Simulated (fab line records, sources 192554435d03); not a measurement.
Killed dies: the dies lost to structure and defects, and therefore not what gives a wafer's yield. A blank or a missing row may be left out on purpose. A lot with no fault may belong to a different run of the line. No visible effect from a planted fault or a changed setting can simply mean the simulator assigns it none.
fab line records / flow n5_finfet / part 2 of 2: steps 15 to 22 of 22
record: lots: 5 wafers: 15 last_day: 17
route steps=1938 shown BEOL_M0_SAQP@663
lots with no fault: from the same line, run without faults
start_h: the number of hours between the record's first day and the start of the first shown wafer of the lot / wait_h: how many hours have passed since the lot's step before this one / " repeats the value in the row above / L1.1+2: a single row standing in for several wafers / - no value, or no start given / * or withheld: withheld / < > ~ a bound
route shown NAME@n: a module of which the file shows steps, and the number in the route of the first / usual: mean/standard deviation of fault-free wafers / same: alike in all rows / chamber/n: place in a boat / sites: each site's reading / _std_site: how widely they spread, as a standard deviation / _edge_site: the outer-site mean with the inner-site mean subtracted / radius_mm: for every site, how far away it sits from the centre of the wafer / mask NAME#n: copy n / behind: tool/chamber where the wafer was last shaped / hold: what put the lot on hold/how long, in hours/how the hold closed / device: the n, p or np transistor that did not switch / end of line: tests run on the same wafers once the route is complete / a step with no rows: only its recipe / killed: dies lost to structure and defects at the first sort, not the wafer's yield / map: shows each die of a wafer: x if killed, . if not, _ if none is there
set.NAME: the run value of the setting; set.NAME@STEP: its run value at that earlier step / model.NAME: the simulator's own value behind a step, which no gauge read
certain route steps with their lots: each step a table, each wafer a row
services: when a tool's chamber went out of use (start_h, in hours from the record's first day, below 0 if earlier), for how many hours, and the reason
== steps ==
step: N5_BEOL_M0_SAQP_SPACER2_ETCHBACK_27
recipe: chemistry: CHF3/O2 mode: anisotropic_etchback target: SiO2 target_depth_a: 225 time_s: 11.25 pressure_mtorr: 30 source_w: 650 bias_w: 170 Ar_flow_sccm: 200 CHF3_flow_sccm: 50 O2_flow_sccm: 5 ion_energy_ev: 200
usual: CHF3_flow_sccm: 50.02/0.14 bias_w: 170.0/0.52 drypump_motor_current_A: 5.64/0.3 oes_product_au: 0.77/0.074 rf_vpp_V: 526/7.5 showerhead_plenum_p_Torr: 2.44/0.055 throttle_valve_pct: 18.87/0.2
lot.wafer=L082.4 tool=rie_diel-06 chamber=0 start_h=157.48 wait_h=0.3 CHF3_flow_sccm=50.21 bias_w=170.5 drypump_motor_current_A=5.85 oes_product_au=0.74 rf_hours_counter_h=- rf_vpp_V=521 showerhead_plenum_p_Torr=2.51 throttle_valve_pct=18.99
lot.wafer=L082.5 tool=rie_diel-06 chamber=0 start_h=157.48 wait_h=0.3 CHF3_flow_sccm=50.37 bias_w=170.0 drypump_motor_current_A=5.83 oes_product_au=0.73 rf_hours_counter_h=- rf_vpp_V=522 showerhead_plenum_p_Torr=2.51 throttle_valve_pct=18.97
lot.wafer=L082.6 tool=rie_diel-06 chamber=3 start_h=157.48 wait_h=0.3 CHF3_flow_sccm=50.22 bias_w=170.2 drypump_motor_current_A=5.31 oes_product_au=0.85 rf_hours_counter_h=- rf_vpp_V=515 showerhead_plenum_p_Torr=2.35 throttle_valve_pct=18.83
lot.wafer=L086.3 tool=rie_diel-01 chamber=2 start_h=187.33 wait_h=0.3 CHF3_flow_sccm=49.89 bias_w=170.3 drypump_motor_current_A=5.27 oes_product_au=0.68 rf_hours_counter_h=232 rf_vpp_V=523 showerhead_plenum_p_Torr=2.38 throttle_valve_pct=18.85
lot.wafer=L086.5 tool=rie_diel-01 chamber=1 start_h=187.33 wait_h=0.3 CHF3_flow_sccm=50.16 bias_w=170.1 drypump_motor_current_A=5.94 oes_product_au=0.70 rf_hours_counter_h=- rf_vpp_V=530 showerhead_plenum_p_Torr=2.46 throttle_valve_pct=19.20
lot.wafer=L086.6 tool=rie_diel-01 chamber=2 start_h=187.33 wait_h=0.3 CHF3_flow_sccm=50.19 bias_w=169.4 drypump_motor_current_A=5.28 oes_product_au=0.68 rf_hours_counter_h=- rf_vpp_V=524 showerhead_plenum_p_Torr=2.38 throttle_valve_pct=18.85
lot.wafer=L089.4 tool=rie_diel-05 chamber=2 start_h=203.54 wait_h=0.1 CHF3_flow_sccm=49.97 bias_w=169.6 drypump_motor_current_A=5.54 oes_product_au=0.85 rf_hours_counter_h=59 rf_vpp_V=535 showerhead_plenum_p_Torr=2.45 throttle_valve_pct=18.89
lot.wafer=L089.5 tool=rie_diel-05 chamber=0 start_h=203.54 wait_h=0.1 CHF3_flow_sccm=50.17 bias_w=170.4 drypump_motor_current_A=6.03 oes_product_au=0.74 rf_hours_counter_h=- rf_vpp_V=529 showerhead_plenum_p_Torr=2.52 throttle_valve_pct=18.87
lot.wafer=L089.6 tool=rie_diel-05 chamber=3 start_h=203.54 wait_h=0.1 CHF3_flow_sccm=50.06 bias_w=169.9 drypump_motor_current_A=5.53 oes_product_au=0.69 rf_hours_counter_h=- rf_vpp_V=520 showerhead_plenum_p_Torr=2.38 throttle_valve_pct=19.15
lot.wafer=L092.1 tool=rie_diel-05 chamber=0 start_h=214.91 wait_h=0.3 CHF3_flow_sccm=49.74 bias_w=170.6 drypump_motor_current_A=6.01 oes_product_au=0.74 rf_hours_counter_h=176 rf_vpp_V=530 showerhead_plenum_p_Torr=2.52 throttle_valve_pct=18.87
lot.wafer=L092.2 tool=rie_diel-05 chamber=2 start_h=214.91 wait_h=0.3 CHF3_flow_sccm=49.99 bias_w=170.1 drypump_motor_current_A=5.55 oes_product_au=0.85 rf_hours_counter_h=62 rf_vpp_V=535 showerhead_plenum_p_Torr=2.45 throttle_valve_pct=18.90
lot.wafer=L092.3 tool=rie_diel-05 chamber=1 start_h=214.91 wait_h=0.3 CHF3_flow_sccm=50.00 bias_w=171.0 drypump_motor_current_A=5.31 oes_product_au=0.81 rf_hours_counter_h=97 rf_vpp_V=536 showerhead_plenum_p_Torr=2.40 throttle_valve_pct=18.54
lot.wafer=L096.2 tool=rie_diel-01 chamber=2 start_h=244.62 wait_h=0.3 CHF3_flow_sccm=50.20 bias_w=170.2 drypump_motor_current_A=5.27 oes_product_au=0.66 rf_hours_counter_h=252 rf_vpp_V=523 showerhead_plenum_p_Torr=2.37 throttle_valve_pct=18.89
lot.wafer=L096.3 tool=rie_diel-01 chamber=3 start_h=244.62 wait_h=0.3 CHF3_flow_sccm=50.00 bias_w=169.7 drypump_motor_current_A=5.73 oes_product_au=0.73 rf_hours_counter_h=219 rf_vpp_V=533 showerhead_plenum_p_Torr=2.48 throttle_valve_pct=18.71
lot.wafer=L096.5 tool=rie_diel-01 chamber=2 start_h=244.62 wait_h=0.3 CHF3_flow_sccm=50.31 bias_w=169.8 drypump_motor_current_A=5.27 oes_product_au=0.66 rf_hours_counter_h=- rf_vpp_V=522 showerhead_plenum_p_Torr=2.38 throttle_valve_pct=18.88
step: N5_BEOL_M0_SAQP_MANDREL2_REMOVE_110
recipe: chemistry: HBr/Cl2/O2 bt_time_s: 10 target: a-Si stop_on: SiCN endpoint: OES-SiCl over_etch_frac: 1 icp_w: 600 bias_w: 30 HBr_flow_sccm: 150 Cl2_flow_sccm: 80 O2_flow_sccm: 5 pressure_mtorr: 10
usual: bias_w: 30.02/0.099 drypump_motor_current_A: 5.9/0.57 oes_product_au: 1.004/0.017 throttle_valve_pct: 36.5/0.34
lot.wafer=L082.4 tool=rie_si-06 chamber=2 start_h=157.57 wait_h=0.1 bias_w=30.03 drypump_motor_current_A=5.9 oes_product_au=0.992 rf_hours_counter_h=18 throttle_valve_pct=36.4
lot.wafer=L082.5 tool=rie_si-06 chamber=0 start_h=157.57 wait_h=0.1 bias_w=30.07 drypump_motor_current_A=5.9 oes_product_au=1.040 rf_hours_counter_h=- throttle_valve_pct=36.3
lot.wafer=L082.6 tool=rie_si-06 chamber=3 start_h=157.57 wait_h=0.1 bias_w=30.02 drypump_motor_current_A=6.0 oes_product_au=1.018 rf_hours_counter_h=- throttle_valve_pct=37.0
lot.wafer=L086.3 tool=rie_si-06 chamber=0 start_h=187.42 wait_h=0.1 bias_w=30.15 drypump_motor_current_A=5.9 oes_product_au=1.041 rf_hours_counter_h=2 throttle_valve_pct=36.3
lot.wafer=L086.5 tool=rie_si-06 chamber=3 start_h=187.42 wait_h=0.1 bias_w=30.10 drypump_motor_current_A=6.1 oes_product_au=1.022 rf_hours_counter_h=- throttle_valve_pct=36.9
lot.wafer=L086.6 tool=rie_si-06 chamber=0 start_h=187.42 wait_h=0.1 bias_w=30.10 drypump_motor_current_A=5.9 oes_product_au=1.038 rf_hours_counter_h=- throttle_valve_pct=36.3
lot.wafer=L089.4 tool=rie_si-06 chamber=3 start_h=203.62 wait_h=0.1 bias_w=30.20 drypump_motor_current_A=6.0 oes_product_au=1.012 rf_hours_counter_h=1 throttle_valve_pct=37.0
lot.wafer=L089.5 tool=rie_si-06 chamber=1 start_h=203.62 wait_h=0.1 bias_w=29.98 drypump_motor_current_A=6.5 oes_product_au=0.994 rf_hours_counter_h=- throttle_valve_pct=36.0
lot.wafer=L089.6 tool=rie_si-06 chamber=2 start_h=203.62 wait_h=0.1 bias_w=29.90 drypump_motor_current_A=5.9 oes_product_au=0.981 rf_hours_counter_h=- throttle_valve_pct=36.4
lot.wafer=L092.1 tool=rie_si-05 chamber=2 start_h=215.00 wait_h=0.1 bias_w=30.07 drypump_motor_current_A=5.1 oes_product_au=1.004 rf_hours_counter_h=73 throttle_valve_pct=36.2
lot.wafer=L092.2 tool=rie_si-05 chamber=1 start_h=215.00 wait_h=0.1 bias_w=29.95 drypump_motor_current_A=6.3 oes_product_au=0.998 rf_hours_counter_h=35 throttle_valve_pct=36.5
lot.wafer=L092.3 tool=rie_si-05 chamber=0 start_h=215.00 wait_h=0.1 bias_w=30.00 drypump_motor_current_A=5.9 oes_product_au=0.977 rf_hours_counter_h=103 throttle_valve_pct=37.0
lot.wafer=L096.2 tool=rie_si-05 chamber=3 start_h=244.71 wait_h=0.1 bias_w=29.97 drypump_motor_current_A=6.6 oes_product_au=1.003 rf_hours_counter_h=69 throttle_valve_pct=37.1
lot.wafer=L096.3 tool=rie_si-05 chamber=2 start_h=244.71 wait_h=0.1 bias_w=30.03 drypump_motor_current_A=5.1 oes_product_au=1.002 rf_hours_counter_h=74 throttle_valve_pct=36.2
lot.wafer=L096.5 tool=rie_si-05 chamber=0 start_h=244.71 wait_h=0.1 bias_w=29.85 drypump_motor_current_A=5.9 oes_product_au=0.988 rf_hours_counter_h=- throttle_valve_pct=37.0
step: N5_BEOL_M0_SAQP_CD_MEAS_29
recipe: target_cd_nm: 14.4 landing_energy_ev: 1000 detector: se_inlens
usual: cd_nm: 14.97/0.22
lot.wafer=L082.4 tool=cd_sem-03 chamber=0 start_h=157.68 wait_h=0.1 cd_nm=15.13
lot.wafer=L082.5 tool=cd_sem-03 chamber=0 start_h=157.68 wait_h=0.1 cd_nm=15.75
lot.wafer=L082.6 tool=cd_sem-03 chamber=0 start_h=157.68 wait_h=0.1 cd_nm=14.82
lot.wafer=L086.3 tool=cd_sem-03 chamber=0 start_h=187.53 wait_h=0.1 cd_nm=14.81
lot.wafer=L086.5 tool=cd_sem-03 chamber=0 start_h=187.53 wait_h=0.1 cd_nm=14.80
lot.wafer=L086.6 tool=cd_sem-03 chamber=0 start_h=187.53 wait_h=0.1 cd_nm=14.98
lot.wafer=L089.4 tool=cd_sem-01 chamber=0 start_h=203.74 wait_h=0.1 cd_nm=14.74
lot.wafer=L089.5 tool=cd_sem-01 chamber=0 start_h=203.74 wait_h=0.1 cd_nm=15.28
lot.wafer=L089.6 tool=cd_sem-01 chamber=0 start_h=203.74 wait_h=0.1 cd_nm=14.80
lot.wafer=L092.1 tool=cd_sem-01 chamber=0 start_h=215.11 wait_h=0.1 cd_nm=14.90
lot.wafer=L092.2 tool=cd_sem-01 chamber=0 start_h=215.11 wait_h=0.1 cd_nm=14.67
lot.wafer=L092.3 tool=cd_sem-01 chamber=0 start_h=215.11 wait_h=0.1 cd_nm=14.96
lot.wafer=L096.2 tool=cd_sem-03 chamber=0 start_h=244.82 wait_h=0.1 cd_nm=15.05
lot.wafer=L096.3 tool=cd_sem-03 chamber=0 start_h=244.82 wait_h=0.1 cd_nm=15.21
lot.wafer=L096.5 tool=cd_sem-03 chamber=0 start_h=244.82 wait_h=0.1 cd_nm=15.36
step: N5_BEOL_M0_SAQP_COAT_69
recipe: resist: SOC temp_c: 250 time_s: 60 spin_rpm: 1500 resist_thk_nm: 90
usual: dispense_pressure_kPa: 44.8/1.4 resist_line_temp_C: 23.01/0.1
lot.wafer=L082.4 tool=litho_track-05 chamber=0 start_h=157.71 wait_h=0.0 dispense_pressure_kPa=44.2 resist_line_temp_C=22.88
lot.wafer=L082.5 tool=litho_track-05 chamber=0 start_h=157.71 wait_h=0.0 dispense_pressure_kPa=44.2 resist_line_temp_C=23.08
lot.wafer=L082.6 tool=litho_track-05 chamber=0 start_h=157.71 wait_h=0.0 dispense_pressure_kPa=44.3 resist_line_temp_C=23.31
lot.wafer=L086.3 tool=litho_track-05 chamber=0 start_h=187.57 wait_h=0.0 dispense_pressure_kPa=44.2 resist_line_temp_C=22.85
lot.wafer=L086.5 tool=litho_track-05 chamber=0 start_h=187.57 wait_h=0.0 dispense_pressure_kPa=44.2 resist_line_temp_C=23.00
lot.wafer=L086.6 tool=litho_track-05 chamber=0 start_h=187.57 wait_h=0.0 dispense_pressure_kPa=44.2 resist_line_temp_C=22.99
lot.wafer=L089.4 tool=litho_track-03 chamber=0 start_h=203.77 wait_h=0.0 dispense_pressure_kPa=47.9 resist_line_temp_C=22.98
lot.wafer=L089.5 tool=litho_track-03 chamber=0 start_h=203.77 wait_h=0.0 dispense_pressure_kPa=47.9 resist_line_temp_C=23.08
lot.wafer=L089.6 tool=litho_track-03 chamber=0 start_h=203.77 wait_h=0.0 dispense_pressure_kPa=47.9 resist_line_temp_C=23.02
lot.wafer=L092.1 tool=litho_track-05 chamber=0 start_h=215.15 wait_h=0.0 dispense_pressure_kPa=44.2 resist_line_temp_C=23.06
lot.wafer=L092.2 tool=litho_track-05 chamber=0 start_h=215.15 wait_h=0.0 dispense_pressure_kPa=44.3 resist_line_temp_C=23.10
lot.wafer=L092.3 tool=litho_track-05 chamber=0 start_h=215.15 wait_h=0.0 dispense_pressure_kPa=44.2 resist_line_temp_C=23.24
lot.wafer=L096.2 tool=litho_track-05 chamber=0 start_h=244.86 wait_h=0.0 dispense_pressure_kPa=44.2 resist_line_temp_C=23.09
lot.wafer=L096.3 tool=litho_track-05 chamber=0 start_h=244.86 wait_h=0.0 dispense_pressure_kPa=44.2 resist_line_temp_C=23.16
lot.wafer=L096.5 tool=litho_track-05 chamber=0 start_h=244.86 wait_h=0.0 dispense_pressure_kPa=44.2 resist_line_temp_C=22.92
step: N5_BEOL_M0_SAQP_COAT_72
recipe: resist: SiARC temp_c: 220 time_s: 60 spin_rpm: 1500 resist_thk_nm: 15
usual: dispense_pressure_kPa: 44.8/1.4 resist_line_temp_C: 22.99/0.1
lot.wafer=L082.4 tool=litho_track-05 chamber=0 start_h=- wait_h=- dispense_pressure_kPa=44.3 resist_line_temp_C=23.04
lot.wafer=L082.5 tool=litho_track-05 chamber=0 start_h=- wait_h=- dispense_pressure_kPa=44.3 resist_line_temp_C=22.97
lot.wafer=L082.6 tool=litho_track-05 chamber=0 start_h=- wait_h=- dispense_pressure_kPa=44.3 resist_line_temp_C=22.99
lot.wafer=L086.3 tool=litho_track-05 chamber=0 start_h=- wait_h=- dispense_pressure_kPa=44.2 resist_line_temp_C=22.92
lot.wafer=L086.5 tool=litho_track-05 chamber=0 start_h=- wait_h=- dispense_pressure_kPa=44.2 resist_line_temp_C=23.06
lot.wafer=L086.6 tool=litho_track-05 chamber=0 start_h=- wait_h=- dispense_pressure_kPa=44.2 resist_line_temp_C=22.96
lot.wafer=L089.4 tool=litho_track-03 chamber=0 start_h=- wait_h=- dispense_pressure_kPa=47.8 resist_line_temp_C=23.18
lot.wafer=L089.5 tool=litho_track-03 chamber=0 start_h=- wait_h=- dispense_pressure_kPa=47.8 resist_line_temp_C=23.07
lot.wafer=L089.6 tool=litho_track-03 chamber=0 start_h=- wait_h=- dispense_pressure_kPa=47.8 resist_line_temp_C=23.04
lot.wafer=L092.1 tool=litho_track-05 chamber=0 start_h=- wait_h=- dispense_pressure_kPa=44.2 resist_line_temp_C=23.00
lot.wafer=L092.2 tool=litho_track-05 chamber=0 start_h=- wait_h=- dispense_pressure_kPa=44.2 resist_line_temp_C=23.00
lot.wafer=L092.3 tool=litho_track-05 chamber=0 start_h=- wait_h=- dispense_pressure_kPa=44.2 resist_line_temp_C=23.03
lot.wafer=L096.2 tool=litho_track-05 chamber=0 start_h=- wait_h=- dispense_pressure_kPa=44.2 resist_line_temp_C=22.83
lot.wafer=L096.3 tool=litho_track-05 chamber=0 start_h=- wait_h=- dispense_pressure_kPa=44.2 resist_line_temp_C=22.87
lot.wafer=L096.5 tool=litho_track-05 chamber=0 start_h=- wait_h=- dispense_pressure_kPa=44.2 resist_line_temp_C=22.75
step: N5_BEOL_M0_SAQP_COAT_87
recipe: resist: underlayer temp_c: 205 time_s: 60 spin_rpm: 1500 resist_thk_nm: 5
usual: dispense_pressure_kPa: 44.7/1.4 resist_line_temp_C: 23.01/0.097
lot.wafer=L082.4 tool=litho_track-05 chamber=0 start_h=- wait_h=- dispense_pressure_kPa=44.2 resist_line_temp_C=22.94
lot.wafer=L082.5 tool=litho_track-05 chamber=0 start_h=- wait_h=- dispense_pressure_kPa=44.2 resist_line_temp_C=22.91
lot.wafer=L082.6 tool=litho_track-05 chamber=0 start_h=- wait_h=- dispense_pressure_kPa=44.2 resist_line_temp_C=23.14
lot.wafer=L086.3 tool=litho_track-05 chamber=0 start_h=- wait_h=- dispense_pressure_kPa=44.2 resist_line_temp_C=22.92
lot.wafer=L086.5 tool=litho_track-05 chamber=0 start_h=- wait_h=- dispense_pressure_kPa=44.2 resist_line_temp_C=22.97
lot.wafer=L086.6 tool=litho_track-05 chamber=0 start_h=- wait_h=- dispense_pressure_kPa=44.2 resist_line_temp_C=22.90
lot.wafer=L089.4 tool=litho_track-03 chamber=0 start_h=- wait_h=- dispense_pressure_kPa=47.8 resist_line_temp_C=23.06
lot.wafer=L089.5 tool=litho_track-03 chamber=0 start_h=- wait_h=- dispense_pressure_kPa=47.8 resist_line_temp_C=22.89
lot.wafer=L089.6 tool=litho_track-03 chamber=0 start_h=- wait_h=- dispense_pressure_kPa=47.9 resist_line_temp_C=22.92
lot.wafer=L092.1 tool=litho_track-05 chamber=0 start_h=- wait_h=- dispense_pressure_kPa=44.2 resist_line_temp_C=22.99
lot.wafer=L092.2 tool=litho_track-05 chamber=0 start_h=- wait_h=- dispense_pressure_kPa=44.2 resist_line_temp_C=22.96
lot.wafer=L092.3 tool=litho_track-05 chamber=0 start_h=- wait_h=- dispense_pressure_kPa=44.2 resist_line_temp_C=23.21
lot.wafer=L096.2 tool=litho_track-05 chamber=0 start_h=- wait_h=- dispense_pressure_kPa=44.1 resist_line_temp_C=23.00
lot.wafer=L096.3 tool=litho_track-05 chamber=0 start_h=- wait_h=- dispense_pressure_kPa=44.2 resist_line_temp_C=22.98
lot.wafer=L096.5 tool=litho_track-05 chamber=0 start_h=- wait_h=- dispense_pressure_kPa=44.1 resist_line_temp_C=22.99
step: N5_BEOL_M0_SAQP_COAT_34
recipe: resist: CAR-EUV spin_rpm: 1500 resist_thk_nm: 30
usual: dispense_pressure_kPa: 44.7/1.4 resist_line_temp_C: 23.00/0.11
lot.wafer=L082.4 tool=litho_track-05 chamber=0 start_h=- wait_h=- dispense_pressure_kPa=44.2 resist_line_temp_C=22.84
lot.wafer=L082.5 tool=litho_track-05 chamber=0 start_h=- wait_h=- dispense_pressure_kPa=44.2 resist_line_temp_C=22.94
lot.wafer=L082.6 tool=litho_track-05 chamber=0 start_h=- wait_h=- dispense_pressure_kPa=44.2 resist_line_temp_C=22.96
lot.wafer=L086.3 tool=litho_track-05 chamber=0 start_h=- wait_h=- dispense_pressure_kPa=44.2 resist_line_temp_C=23.16
lot.wafer=L086.5 tool=litho_track-05 chamber=0 start_h=- wait_h=- dispense_pressure_kPa=44.2 resist_line_temp_C=23.22
lot.wafer=L086.6 tool=litho_track-05 chamber=0 start_h=- wait_h=- dispense_pressure_kPa=44.2 resist_line_temp_C=23.29
lot.wafer=L089.4 tool=litho_track-03 chamber=0 start_h=- wait_h=- dispense_pressure_kPa=47.8 resist_line_temp_C=22.87
lot.wafer=L089.5 tool=litho_track-03 chamber=0 start_h=- wait_h=- dispense_pressure_kPa=47.8 resist_line_temp_C=22.92
lot.wafer=L089.6 tool=litho_track-03 chamber=0 start_h=- wait_h=- dispense_pressure_kPa=47.9 resist_line_temp_C=22.88
lot.wafer=L092.1 tool=litho_track-05 chamber=0 start_h=- wait_h=- dispense_pressure_kPa=44.2 resist_line_temp_C=22.89
lot.wafer=L092.2 tool=litho_track-05 chamber=0 start_h=- wait_h=- dispense_pressure_kPa=44.2 resist_line_temp_C=22.79
lot.wafer=L092.3 tool=litho_track-05 chamber=0 start_h=- wait_h=- dispense_pressure_kPa=44.2 resist_line_temp_C=22.82
lot.wafer=L096.2 tool=litho_track-05 chamber=0 start_h=- wait_h=- dispense_pressure_kPa=44.1 resist_line_temp_C=22.95
lot.wafer=L096.3 tool=litho_track-05 chamber=0 start_h=- wait_h=- dispense_pressure_kPa=44.2 resist_line_temp_C=23.09
lot.wafer=L096.5 tool=litho_track-05 chamber=0 start_h=- wait_h=- dispense_pressure_kPa=44.2 resist_line_temp_C=23.11
step: N5_BEOL_M0_SAQP_EBR_36
recipe: solvent: PGMEA ebr_width_mm: 1.5
usual: resist_line_temp_C: 23.00/0.1
lot.wafer=L082.4 tool=litho_track-05 chamber=0 start_h=- wait_h=- resist_line_temp_C=23.07
lot.wafer=L082.5 tool=litho_track-05 chamber=0 start_h=- wait_h=- resist_line_temp_C=22.85
lot.wafer=L082.6 tool=litho_track-05 chamber=0 start_h=- wait_h=- resist_line_temp_C=22.92
lot.wafer=L086.3 tool=litho_track-05 chamber=0 start_h=- wait_h=- resist_line_temp_C=22.92
lot.wafer=L086.5 tool=litho_track-05 chamber=0 start_h=- wait_h=- resist_line_temp_C=22.91
lot.wafer=L086.6 tool=litho_track-05 chamber=0 start_h=- wait_h=- resist_line_temp_C=22.94
lot.wafer=L089.4 tool=litho_track-03 chamber=0 start_h=- wait_h=- resist_line_temp_C=23.12
lot.wafer=L089.5 tool=litho_track-03 chamber=0 start_h=- wait_h=- resist_line_temp_C=23.27
lot.wafer=L089.6 tool=litho_track-03 chamber=0 start_h=- wait_h=- resist_line_temp_C=23.11
lot.wafer=L092.1 tool=litho_track-05 chamber=0 start_h=- wait_h=- resist_line_temp_C=23.05
lot.wafer=L092.2 tool=litho_track-05 chamber=0 start_h=- wait_h=- resist_line_temp_C=23.03
lot.wafer=L092.3 tool=litho_track-05 chamber=0 start_h=- wait_h=- resist_line_temp_C=22.96
lot.wafer=L096.2 tool=litho_track-05 chamber=0 start_h=- wait_h=- resist_line_temp_C=23.08
lot.wafer=L096.3 tool=litho_track-05 chamber=0 start_h=- wait_h=- resist_line_temp_C=23.01
lot.wafer=L096.5 tool=litho_track-05 chamber=0 start_h=- wait_h=- resist_line_temp_C=22.97
== services ==
tool=rie_si-01 chamber=1 start_h=132.08 hours=- kind=clean
tool=rie_si-01 chamber=1 start_h=132.08 hours=19.0 kind=scheduled_down
tool=rie_si-01 chamber=1 start_h=132.08 hours=19.0 kind=vent_cycle
tool=rie_si-05 chamber=1 start_h=140.48 hours=0.9 kind=repair
tool=rie_diel-06 chamber=1 start_h=140.64 hours=- kind=clean
tool=rie_diel-06 chamber=1 start_h=140.64 hours=- kind=consumable_replace:focus_ring
tool=rie_diel-06 chamber=1 start_h=140.64 hours=25.2 kind=scheduled_down
tool=rie_diel-06 chamber=1 start_h=140.64 hours=25.2 kind=vent_cycle
tool=ald_sin-01 chamber=3 start_h=141.04 hours=5.9 kind=repair
tool=rie_diel-06 chamber=2 start_h=149.71 hours=12.8 kind=repair
tool=rie_diel-01 chamber=3 start_h=157.99 hours=1.5 kind=repair
tool=rie_diel-06 chamber=1 start_h=177.25 hours=22.2 kind=repair
tool=rie_diel-06 chamber=2 start_h=194.15 hours=4.6 kind=repair
tool=ald_sin-02 chamber=2 start_h=202.57 hours=4.8 kind=repair
tool=rie_si-05 chamber=3 start_h=205.71 hours=11.0 kind=repair
tool=ald_sin-04 chamber=2 start_h=218.00 hours=5.9 kind=repair
tool=ald_sin-02 chamber=2 start_h=219.17 hours=9.0 kind=repair
tool=rie_diel-01 chamber=1 start_h=239.29 hours=- kind=clean
tool=rie_diel-01 chamber=1 start_h=239.29 hours=- kind=consumable_replace:focus_ring
tool=rie_diel-01 chamber=1 start_h=239.29 hours=17.8 kind=scheduled_down
tool=rie_diel-01 chamber=1 start_h=239.29 hours=17.8 kind=vent_cycle
